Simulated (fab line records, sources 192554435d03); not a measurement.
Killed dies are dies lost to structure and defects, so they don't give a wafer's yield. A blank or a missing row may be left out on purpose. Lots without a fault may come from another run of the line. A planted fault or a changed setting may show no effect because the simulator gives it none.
Split-lot experiment | flow n5_finfet | 7 lots, 21 wafers read, on a route of 1938 steps

THE SPLIT
At N5_FIN_SAQP_ALD_61 (deposits SiO2, target thk 4 nm, pulse time 1 s, purge time 2 s), the setting ald_cycles was moved away from the recipe's 43 on 6 of the 21 wafers read, by -14.0% to +11.6%. The other wafers ran this setting at the recipe's value.

The reading is taken at the split's own step.

THE READING
SiO2_of_FIN_SAQP_ALD_61.thk_nm (the simulator's own value, which no gauge read), in nm, at N5_FIN_SAQP_ALD_61 (deposits SiO2, target thk 4 nm, pulse time 1 s, purge time 2 s). The file gives no usual value for it. The 15 wafers here that ran the recipe average 3.994 nm, standard deviation 0.031 nm.

wafer  | tool, chamber at the split | ald_cycles as run | against the recipe | SiO2_of_FIN_SAQP_ALD_61.thk_nm, nm | against lot-mates on the recipe
L080.1 | ald_sin-02, 1              | 43                | recipe             | 4.021                              | -
L080.2 | ald_sin-02, 2              | 43                | recipe             | 4.037                              | -
L080.3 | ald_sin-02, 3              | 47                | +9.3%              | 4.404                              | +0.375
L081.2 | ald_sin-02, 0              | 43                | recipe             | 3.987                              | -
L081.5 | ald_sin-02, 1              | 48                | +11.6%             | 4.47                               | +0.483
L081.6 | ald_sin-02, 2              | 48                | +11.6%             | 4.502                              | +0.515
L083.4 | ald_sin-04, 1              | 43                | recipe             | 3.94                               | -
L083.5 | ald_sin-04, 1              | 43                | recipe             | 3.957                              | -
L083.6 | ald_sin-04, 2              | 43                | recipe             | 3.986                              | -
L084.1 | ald_sin-04, 1              | 40                | -7.0%              | 3.666                              | -0.321
L084.4 | ald_sin-04, 3              | 43                | recipe             | 4.002                              | -
L084.6 | ald_sin-04, 0              | 43                | recipe             | 3.972                              | -
L086.1 | ald_sin-03, 3              | 43                | recipe             | 4.014                              | -
L086.3 | ald_sin-03, 0              | 37                | -14.0%             | 3.439                              | -0.575
L086.5 | ald_sin-03, 3              | 37                | -14.0%             | 3.463                              | -0.551
L093.2 | ald_sin-03, 0              | 43                | recipe             | 4.015                              | -
L093.3 | ald_sin-03, 1              | 43                | recipe             | 4.029                              | -
L093.5 | ald_sin-03, 2              | 43                | recipe             | 3.941                              | -
L095.3 | ald_sin-03, 1              | 43                | recipe             | 4.018                              | -
L095.4 | ald_sin-03, 2              | 43                | recipe             | 3.971                              | -
L095.6 | ald_sin-03, 1              | 43                | recipe             | 4.017                              | -

THE FIT
A straight line over all 21 wafers: SiO2_of_FIN_SAQP_ALD_61.thk_nm changes by +0.0411 nm for each +1% of ald_cycles; r = +0.99; the points scatter about the line by 0.032 nm.
The same after taking each lot's own level away (the mean of its wafers on the recipe; 21 wafers): +0.0416 nm for each +1%; r = +1.00; scatter 0.024 nm.
On that fit, the largest move of ald_cycles shifts the reading by 0.58 nm.
The lots' own levels span 3.9610 to 4.0290 nm, that is 2.2 times the standard deviation above.
So the lot-to-lot level changes the slope little: the two slopes agree.
Check: with one of the wafers moved furthest among these (-14.0%) left out of the fit, the line predicts -0.581 nm for it against its lot-mates. It came out at -0.575 nm against them.

OTHER SPLITS ON THESE WAFERS
These wafers also went through other splits before the reading. Each is held against what the fit with the lots' levels taken away leaves over:
other split on the same wafers           | wafers away from the commonest value | r with SiO2_of_FIN_SAQP_ALD_61.thk_nm (lot level and that fit taken away)
N5_PMOS_HMC_CHANNEL_EPI_COAT_31 spin_rpm | 8                                    | -0.36

THE FILE'S OWN FIT
SiO2_of_FIN_SAQP_ALD_61.thk_nm changes by +0.0417 nm for each +1% of ald_cycles, r = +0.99.
